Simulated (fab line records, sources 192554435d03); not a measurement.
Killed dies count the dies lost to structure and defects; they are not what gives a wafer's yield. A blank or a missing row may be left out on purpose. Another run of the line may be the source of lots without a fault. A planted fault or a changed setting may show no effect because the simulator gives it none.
The tool behind it: which one? + flow n5Finfet + 72 wafers from 24 lots sampled at 6 of the route's 1938 steps

## WHAT THE GAUGES SHOWED, per wafer
N5_BEOL_M11_CD_MEAS_18: pitch 140 nm, target cd 70 nm.
| lot  | measured     | on       | cdNm (nm)      |
|------|--------------|----------|----------------|
| L074 | day 10 21:42 | cdSem-01 | 70.1 70.4 69.6 |
| L075 | day 11 09:49 | cdSem-03 | 69.8 69.7 70.0 |
| L076 | day 11 15:47 | cdSem-01 | 70.1 69.0 69.1 |
| L079 | day 11 19:50 | cdSem-03 | 70.0 70.9 70.1 |
| L078 | day 11 20:10 | cdSem-02 | 69.5 69.9 69.9 |
| L077 | day 11 20:20 | cdSem-02 | 70.4 70.0 71.3 |
| L080 | day 12 14:33 | cdSem-02 | 69.8 69.5 69.3 |
| L083 | day 12 14:58 | cdSem-02 | 68.9 70.2 70.5 |
| L081 | day 12 15:31 | cdSem-01 | 69.2 68.3 69.1 |
| L082 | day 12 17:22 | cdSem-02 | 70.5 70.4 69.9 |
| L084 | day 12 22:23 | cdSem-02 | 69.6 69.8 69.9 |
| L085 | day 13 10:23 | cdSem-03 | 69.7 69.6 69.7 |
| L087 | day 14 03:58 | cdSem-01 | 68.7 69.2 69.9 |
| L086 | day 14 06:25 | cdSem-03 | 68.6 70.0 70.6 |
| L089 | day 14 13:02 | cdSem-01 | 70.5 70.0 69.8 |
| L088 | day 14 16:40 | cdSem-03 | 70.0 70.1 69.3 |
| L091 | day 14 21:50 | cdSem-01 | 69.8 69.9 69.8 |
| L090 | day 15 01:41 | cdSem-03 | 69.8 69.9 68.8 |
| L093 | day 15 09:45 | cdSem-01 | 70.0 70.5 69.4 |
| L092 | day 15 22:33 | cdSem-02 | 69.2 70.2 69.6 |
| L094 | day 16 09:14 | cdSem-03 | 69.0 69.4 68.8 |
| L095 | day 16 16:03 | cdSem-03 | 70.6 71.0 69.7 |
| L096 | day 16 19:13 | cdSem-02 | 69.8 69.9 69.6 |
| L097 | day 16 21:02 | cdSem-02 | 69.6 69.4 69.9 |

N5_BEOL_M11_INSPECT_58: inspects for defects (darkfield).
| lot  | measured     | on               | rawDefectCount |
|------|--------------|------------------|----------------|
| L074 | day 11 05:32 | defectInspect-02 | 61 69 67       |
| L075 | day 11 13:39 | defectInspect-02 | 41 26 44       |
| L076 | day 11 19:57 | defectInspect-01 | 74 68 68       |
| L079 | day 12 00:27 | defectInspect-02 | 80 76 68       |
| L078 | day 12 01:18 | defectInspect-02 | 85 143 88      |
| L077 | day 12 01:25 | defectInspect-02 | 68 63 77       |
| L080 | day 12 17:58 | defectInspect-02 | 61 75 69       |
| L083 | day 12 19:21 | defectInspect-02 | 85 51 81       |
| L081 | day 12 20:10 | defectInspect-01 | 58 80 87       |
| L082 | day 12 20:53 | defectInspect-01 | 60 53 35       |
| L084 | day 13 07:59 | defectInspect-01 | 75 51 71       |
| L085 | day 13 18:11 | defectInspect-02 | 66 71 84       |
| L087 | day 14 07:52 | defectInspect-01 | 84 103 62      |
| L086 | day 14 13:57 | defectInspect-02 | 58 116 101     |
| L089 | day 14 21:41 | defectInspect-01 | 97 40 83       |
| L088 | day 14 23:14 | defectInspect-02 | 50 66 62       |
| L091 | day 15 04:16 | defectInspect-01 | 75 56 49       |
| L090 | day 15 07:09 | defectInspect-02 | 71 77 69       |
| L093 | day 15 14:14 | defectInspect-01 | 62 46 74       |
| L092 | day 16 07:14 | defectInspect-02 | 44 73 87       |
| L094 | day 16 14:47 | defectInspect-02 | 42 68 79       |
| L095 | day 16 21:42 | defectInspect-02 | 57 48 146      |
| L096 | day 16 22:41 | defectInspect-01 | 100 86 140     |
| L097 | day 17 01:44 | defectInspect-01 | 53 52 45       |

N5_BEOL_M12_THK_MEAS_01.
| lot  | measured     | on           | M12_ILD_THK (nm) |
|------|--------------|--------------|------------------|
| L074 | day 11 05:41 | filmMetro-01 | 658 657 669      |
| L075 | day 11 13:49 | filmMetro-01 | 652 655 656      |
| L076 | day 11 20:07 | filmMetro-02 | 664 674 665      |
| L079 | day 12 00:37 | filmMetro-01 | 652 658 667      |
| L078 | day 12 01:29 | filmMetro-01 | 660 660 658      |
| L077 | day 12 01:38 | filmMetro-01 | 674 676 676      |
| L080 | day 12 18:08 | filmMetro-02 | 663 665 664      |
| L083 | day 12 19:43 | filmMetro-01 | 662 678 673      |
| L081 | day 12 20:19 | filmMetro-02 | 655 661 661      |
| L082 | day 12 21:06 | filmMetro-02 | 669 685 680      |
| L084 | day 13 08:12 | filmMetro-02 | 651 680 661      |
| L085 | day 13 18:21 | filmMetro-01 | 655 677 670      |
| L087 | day 14 08:02 | filmMetro-02 | 658 660 662      |
| L086 | day 14 14:07 | filmMetro-02 | 653 652 669      |
| L089 | day 14 21:51 | filmMetro-01 | 644 656 667      |
| L088 | day 14 23:25 | filmMetro-02 | 659 661 664      |
| L091 | day 15 04:29 | filmMetro-01 | 662 662 659      |
| L090 | day 15 07:19 | filmMetro-01 | 652 656 666      |
| L093 | day 15 14:25 | filmMetro-01 | 643 664 664      |
| L092 | day 16 07:25 | filmMetro-02 | 648 655 669      |
| L094 | day 16 14:57 | filmMetro-02 | 653 680 677      |
| L095 | day 16 21:52 | filmMetro-02 | 657 666 675      |
| L096 | day 16 22:52 | filmMetro-01 | 656 678 665      |
| L097 | day 17 01:54 | filmMetro-02 | 658 658 658      |

N5_BEOL_M12_OVL_MEAS_29.
| lot  | measured     | on         | M12_OVL (nm) |
|------|--------------|------------|--------------|
| L074 | day 11 07:46 | overlay-01 | 6 4 5        |
| L075 | day 11 15:35 | overlay-01 | 5 -6 5       |
| L076 | day 11 21:29 | overlay-01 | 4 -2 9       |
| L079 | day 12 02:10 | overlay-02 | -11 -12 -2   |
| L078 | day 12 02:44 | overlay-01 | -6 -2 -5     |
| L077 | day 12 02:55 | overlay-01 | -6 1 -12     |
| L080 | day 12 19:32 | overlay-01 | -4 0 1       |
| L083 | day 12 21:00 | overlay-01 | -7 -3 3      |
| L081 | day 12 21:42 | overlay-01 | 9 4 7        |
| L082 | day 12 22:36 | overlay-02 | 5 -1 0       |
| L084 | day 13 09:27 | overlay-02 | -2 -10 -1    |
| L085 | day 13 19:46 | overlay-01 | 8 13 15      |
| L087 | day 14 09:50 | overlay-02 | -6 2 -6      |
| L086 | day 14 15:37 | overlay-01 | -4 -1 1      |
| L089 | day 14 23:13 | overlay-01 | -14 -6 -6    |
| L088 | day 15 00:54 | overlay-01 | 2 -3 3       |
| L091 | day 15 05:51 | overlay-01 | 12 -1 0      |
| L090 | day 15 08:52 | overlay-01 | -8 -11 -2    |
| L093 | day 15 15:40 | overlay-02 | -7 3 -1      |
| L092 | day 16 08:47 | overlay-01 | -5 -8 -9     |
| L094 | day 16 16:46 | overlay-01 | 0 -2 -5      |
| L095 | day 16 23:07 | overlay-02 | 1 -1 -1      |
| L096 | day 17 00:14 | overlay-02 | 3 2 1        |
| L097 | day 17 03:09 | overlay-01 | -3 -8 5      |

## TOOL THAT RAN EACH LOT (tool first, then ch and the chambers of the sampled wafers, then the start)
| lot  | N5_BEOL_M11_ETCH_62               | N5_BEOL_M11_SPUTTER_48      |
|------|-----------------------------------|-----------------------------|
| L074 | rieDiel-05 ch 0,2,3, day 10 21:20 | pvdSputter-01, day 11 04:32 |
| L075 | rieDiel-02 ch 0,2,3, day 11 09:26 | pvdSputter-01, day 11 12:41 |
| L076 | rieDiel-04 ch 0,3, day 11 15:25   | pvdSputter-02, day 11 18:59 |
| L079 | rieDiel-05 ch 0,1,3, day 11 19:28 | pvdSputter-02, day 11 23:27 |
| L078 | rieDiel-04 ch 0,2,3, day 11 19:43 | pvdSputter-01, day 12 00:20 |
| L077 | rieDiel-05 ch 0,1,2, day 11 19:58 | pvdSputter-01, day 12 00:27 |
| L080 | rieDiel-02 ch 0,2, day 12 14:11   | pvdSputter-02, day 12 16:59 |
| L083 | rieDiel-04 ch 0,1,3, day 12 14:36 | pvdSputter-01, day 12 18:02 |
| L081 | rieDiel-04 ch 0,1,3, day 12 14:53 | pvdSputter-02, day 12 19:08 |
| L082 | rieDiel-02 ch 0,2, day 12 16:54   | pvdSputter-02, day 12 19:55 |
| L084 | rieDiel-04 ch 0,3, day 12 21:55   | pvdSputter-02, day 13 05:54 |
| L085 | rieDiel-04 ch 2,3, day 13 09:55   | pvdSputter-01, day 13 17:08 |
| L087 | rieDiel-04 ch 2,3, day 14 03:33   | pvdSputter-01, day 14 06:53 |
| L086 | rieDiel-02 ch 0,1,3, day 14 06:01 | pvdSputter-03, day 14 12:56 |
| L089 | rieDiel-02 ch 1,2,3, day 14 12:34 | pvdSputter-02, day 14 20:43 |
| L088 | rieDiel-04 ch 0,1,2, day 14 16:17 | pvdSputter-02, day 14 22:11 |
| L091 | rieDiel-02 ch 0,1,2, day 14 21:28 | pvdSputter-02, day 15 03:18 |
| L090 | rieDiel-04 ch 1,3, day 15 01:19   | pvdSputter-01, day 15 06:10 |
| L093 | rieDiel-05 ch 0,1,3, day 15 09:23 | pvdSputter-01, day 15 13:13 |
| L092 | rieDiel-02 ch 0,2,3, day 15 22:05 | pvdSputter-03, day 16 06:11 |
| L094 | rieDiel-04 ch 2,3, day 16 08:52   | pvdSputter-01, day 16 13:44 |
| L095 | rieDiel-05 ch 0,1, day 16 15:33   | pvdSputter-03, day 16 20:18 |
| L096 | rieDiel-02 ch 1,2, day 16 18:51   | pvdSputter-01, day 16 21:37 |
| L097 | rieDiel-02 ch 0,1,3, day 16 20:40 | pvdSputter-01, day 17 00:35 |
- N5_BEOL_M11_ETCH_62: etches SOC in N2/H2, target depth 110 nm, overetch 22 nm, time 165 s.
- N5_BEOL_M11_SPUTTER_48: material Cu, target thk 12 nm, time 2 s.

## AS READ BY THE TOOLS THEMSELVES (means over the sampled wafers that have a number; for cases with no such wafer, the mark the record gives instead)
N5_BEOL_M11_ETCH_62.
| lot  | tool       | drypumpMotorCurrentA (A) | oesProductAu (a.u.) | rfVppV (V) | showerheadPlenumPTorr (Torr) | tempC (C) | throttleValvePct (%) |
|------|------------|--------------------------|---------------------|------------|------------------------------|-----------|----------------------|
| L074 | rieDiel-05 | 5.8                      | 0.70                | 525.3      | 2.57                         | 39.94     | 17.76                |
| L075 | rieDiel-02 | 5.4                      | 0.67                | 525.7      | 2.63                         | 39.84     | 17.79                |
| L076 | rieDiel-04 | 5.8                      | 0.68                | 524.9      | 2.58                         | 40.06     | 17.88                |
| L079 | rieDiel-05 | 5.8                      | 0.66                | 524.0      | 2.54                         | 39.96     | 17.78                |
| L078 | rieDiel-04 | 6.0                      | 0.68                | 524.4      | 2.57                         | 39.98     | 17.89                |
| L077 | rieDiel-05 | 5.8                      | 0.65                | 524.4      | 2.58                         | 40.03     | 17.89                |
| L080 | rieDiel-02 | 5.4                      | 0.71                | 527.0      | 2.66                         | 40.04     | 17.63                |
| L083 | rieDiel-04 | 5.7                      | 0.69                | 523.2      | 2.53                         | 40.05     | 17.80                |
| L081 | rieDiel-04 | 5.6                      | 0.69                | 523.2      | 2.53                         | 40.01     | 17.79                |
| L082 | rieDiel-02 | 5.5                      | 0.67                | 525.1      | 2.59                         | 40.01     | 17.60                |
| L084 | rieDiel-04 | 5.8                      | 0.66                | 525.1      | 2.55                         | 40.03     | 17.77                |
| L085 | rieDiel-04 | 5.9                      | 0.70                | 525.0      | 2.59                         | 40.04     | 18.05                |
| L087 | rieDiel-04 | 6.2                      | 0.70                | 524.9      | 2.59                         | 39.99     | 18.08                |
| L086 | rieDiel-02 | 5.1                      | 0.70                | 526.8      | 2.65                         | 40.15     | 17.80                |
| L089 | rieDiel-02 | 5.3                      | 0.65                | 525.1      | 2.58                         | 40.10     | 17.78                |
| L088 | rieDiel-04 | 5.9                      | 0.68                | 523.0      | 2.52                         | 39.95     | 17.83                |
| L091 | rieDiel-02 | 5.3                      | 0.70                | 524.3      | 2.60                         | 40.06     | 17.59                |
| L090 | rieDiel-04 | 5.6                      | 0.70                | 524.3      | 2.55                         | 39.89     | 17.95                |
| L093 | rieDiel-05 | 5.8                      | 0.63                | 524.3      | 2.53                         | 39.96     | 17.82                |
| L092 | rieDiel-02 | 5.4                      | 0.64                | 525.9      | 2.62                         | 39.99     | 17.86                |
| L094 | rieDiel-04 | 6.2                      | 0.68                | 524.5      | 2.58                         | 40.05     | 18.10                |
| L095 | rieDiel-05 | 6.0                      | 0.59                | 524.2      | 2.58                         | 40.14     | 18.11                |
| L096 | rieDiel-02 | 5.1                      | 0.69                | 524.5      | 2.56                         | 39.81     | 17.56                |
| L097 | rieDiel-02 | 5.2                      | 0.67                | 525.8      | 2.64                         | 40.06     | 17.83                |

N5_BEOL_M11_SPUTTER_48.
| lot  | tool          | chuckGasFlowSccm (sccm) | throttleValvePct (%) |
|------|---------------|-------------------------|----------------------|
| L074 | pvdSputter-01 | 1.26                    | 31.5                 |
| L075 | pvdSputter-01 | 1.27                    | 30.4                 |
| L076 | pvdSputter-02 | 1.30                    | 30.0                 |
| L079 | pvdSputter-02 | 1.22                    | 30.2                 |
| L078 | pvdSputter-01 | 1.31                    | 29.2                 |
| L077 | pvdSputter-01 | 1.26                    | 30.5                 |
| L080 | pvdSputter-02 | 1.26                    | 30.0                 |
| L083 | pvdSputter-01 | 1.29                    | 30.1                 |
| L081 | pvdSputter-02 | 1.24                    | 30.3                 |
| L082 | pvdSputter-02 | 1.26                    | 30.6                 |
| L084 | pvdSputter-02 | 1.24                    | 30.2                 |
| L085 | pvdSputter-01 | 1.29                    | 31.2                 |
| L087 | pvdSputter-01 | 1.27                    | 31.8                 |
| L086 | pvdSputter-03 | 1.23                    | 30.9                 |
| L089 | pvdSputter-02 | 1.25                    | 30.1                 |
| L088 | pvdSputter-02 | 1.25                    | 30.6                 |
| L091 | pvdSputter-02 | 1.23                    | 29.9                 |
| L090 | pvdSputter-01 | 1.26                    | 31.2                 |
| L093 | pvdSputter-01 | 1.28                    | 29.2                 |
| L092 | pvdSputter-03 | 1.24                    | 29.7                 |
| L094 | pvdSputter-01 | 1.26                    | 31.6                 |
| L095 | pvdSputter-03 | 1.21                    | 29.9                 |
| L096 | pvdSputter-01 | 1.27                    | 30.2                 |
| L097 | pvdSputter-01 | 1.30                    | 30.1                 |

## THE ANSWER, worked out from the rows above alone
Rule: the usual values come from the lots themselves. Put in order of their means at a reading, lots are off if they are a third of the lots or fewer, leave a main group of 4 or more, and stand apart from it by a gap of 3 or more times the standard deviation of the main group's means; of several such gaps the widest counts. A main group whose means are all the same, to the digits that the tables above print for the reading, isn't used. A lot without any number at a reading at which 4 lots or more have one is off too. The other lots that the step has rows for count as sound. First the gauges in route order, then the tools' own readings, where a lot's mean is used as printed above. The first step at which some lot is off is used, and at that step the reading that is off furthest; a lot without a number counts as furthest.
No lot is off on any of the readings shown, so nothing can be concluded from this.

## WHAT THE SIMULATOR HAD INSERTED
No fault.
